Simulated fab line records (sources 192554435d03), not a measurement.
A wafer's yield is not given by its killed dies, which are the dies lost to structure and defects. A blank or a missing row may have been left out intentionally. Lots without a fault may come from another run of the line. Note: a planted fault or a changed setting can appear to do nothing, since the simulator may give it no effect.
Which tool is to blame? + flow n5_finfet + Sampling: 11 lots, 33 wafers, 4 of 1938 route steps

## WHAT THE GAUGES SHOWED, per wafer
N5_MIM_BOT_LITHO_CD_MEAS_08: target cd 3000 nm.
| lot  | measured     | on        | cd_nm (nm)           |
|------|--------------|-----------|----------------------|
| L261 | day 12 18:55 | cd_sem-02 | 2997.9 3001.1 2998.8 |
| L262 | day 12 19:20 | cd_sem-02 | 2996.7 2994.8 2994.7 |
| L264 | day 15 01:31 | cd_sem-02 | 3003.4 3001.4 3000.9 |
| L267 | day 16 02:20 | cd_sem-01 | 2998.3 3000.0 3001.3 |
| L274 | day 17 18:08 | cd_sem-01 | 2983.8 2981.9 2983.3 |
| L273 | day 17 18:41 | cd_sem-01 | 2978.1 2980.8 2979.7 |
| L263 | day 17 22:37 | cd_sem-02 | 2982.3 2982.9 2981.1 |
| L277 | day 18 05:26 | cd_sem-03 | 2999.3 2996.9 3000.9 |
| L280 | day 19 16:02 | cd_sem-02 | 2998.3 2997.7 2996.1 |
| L281 | day 19 16:39 | cd_sem-02 | 2997.9 2996.9 2996.8 |
| L284 | day 19 21:07 | cd_sem-03 | 3001.1 2999.8 2999.5 |

## TOOL THAT RAN EACH LOT (tool first, then ch and the chambers of the sampled wafers, then the start)
| lot  | N5_PASSIVATION_PECVD_00         | N5_MIM_BOT_DEGAS_01          | N5_MIM_BOT_LITHO_EXPOSE_05        |
|------|---------------------------------|------------------------------|-----------------------------------|
| L261 | pecvd-02 ch 0,2, day 12 14:47   | pvd_sputter-01, day 12 16:59 | krf_scanner-01 ch 0, day 12 18:45 |
| L262 | pecvd-01 ch 0,2, day 12 15:07   | pvd_sputter-01, day 12 17:07 | krf_scanner-02 ch 0, day 12 19:10 |
| L264 | pecvd-01 ch 0,1,2, day 14 21:04 | pvd_sputter-01, day 14 21:13 | krf_scanner-01 ch 0, day 15 01:20 |
| L267 | pecvd-02 ch 0,2, day 15 23:15   | pvd_sputter-02, day 15 23:43 | krf_scanner-01 ch 0, day 16 02:10 |
| L274 | pecvd-02 ch 0,2, day 17 10:50   | pvd_sputter-03, day 17 15:39 | krf_scanner-02 ch 0, day 17 17:58 |
| L273 | pecvd-03 ch 0,1,2, day 17 12:50 | pvd_sputter-03, day 17 16:16 | krf_scanner-02 ch 0, day 17 18:31 |
| L263 | pecvd-03 ch 1,2, day 17 18:59   | pvd_sputter-01, day 17 20:05 | krf_scanner-02 ch 0, day 17 22:26 |
| L277 | pecvd-03 ch 0,2, day 18 02:39   | pvd_sputter-01, day 18 03:20 | krf_scanner-01 ch 0, day 18 05:16 |
| L280 | pecvd-03 ch 0,1, day 19 09:48   | pvd_sputter-03, day 19 10:30 | krf_scanner-01 ch 0, day 19 15:52 |
| L281 | pecvd-01 ch 0,2, day 19 12:58   | pvd_sputter-03, day 19 14:14 | krf_scanner-01 ch 0, day 19 16:28 |
| L284 | pecvd-02 ch 0,1, day 19 16:53   | pvd_sputter-01, day 19 17:14 | krf_scanner-01 ch 0, day 19 20:56 |
- N5_PASSIVATION_PECVD_00: deposits SiO2 from SiH4/N2O, target thk 200 nm, time 11.2 s.
- N5_MIM_BOT_DEGAS_01: time 60 s.
- N5_MIM_BOT_LITHO_EXPOSE_05: exposes mask MIM BOT.

## THE ANSWER, worked out from the rows above alone
Rule: the lots themselves supply what counts as usual. Put in order of their means at a reading, lots are off if they are a third of the lots or fewer, leave a main group of 4 or more, and stand apart from it by a gap of 3 or more times the standard deviation of the main group's means; of several such gaps the widest counts. The tables above print the reading to a certain number of digits; a main group whose means all agree to those digits is not used. A lot without any number at a reading at which 4 lots or more have one is off too. Any other lot the step has rows for is counted as sound.
Off at N5_MIM_BOT_LITHO_CD_MEAS_08 (cd_nm): L274, L273, L263. Main group: mean 2998.8 nm, sd 1.9.
A tool fits if, at a process step before that reading, it ran every lot that is off, and no sound lot after the first of them. The gauges at N5_MIM_BOT_LITHO_CD_MEAS_08 are tried like those tools. One fits: N5_MIM_BOT_LITHO_EXPOSE_05 on krf_scanner-02. Its last sound lot is L262 (day 12 19:10), its first lot that is off L274 (day 17 17:58): a fault that began between those two fits.

## WHAT WAS PUT IN BY THE SIMULATOR
Process parameter drift: krf_scanner-02, from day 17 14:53 on, at N5_MIM_BOT_LITHO_EXPOSE_05. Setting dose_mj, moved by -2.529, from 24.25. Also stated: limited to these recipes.
Lots struck among those shown: L274, L273, L263. The same result came from the rule above.
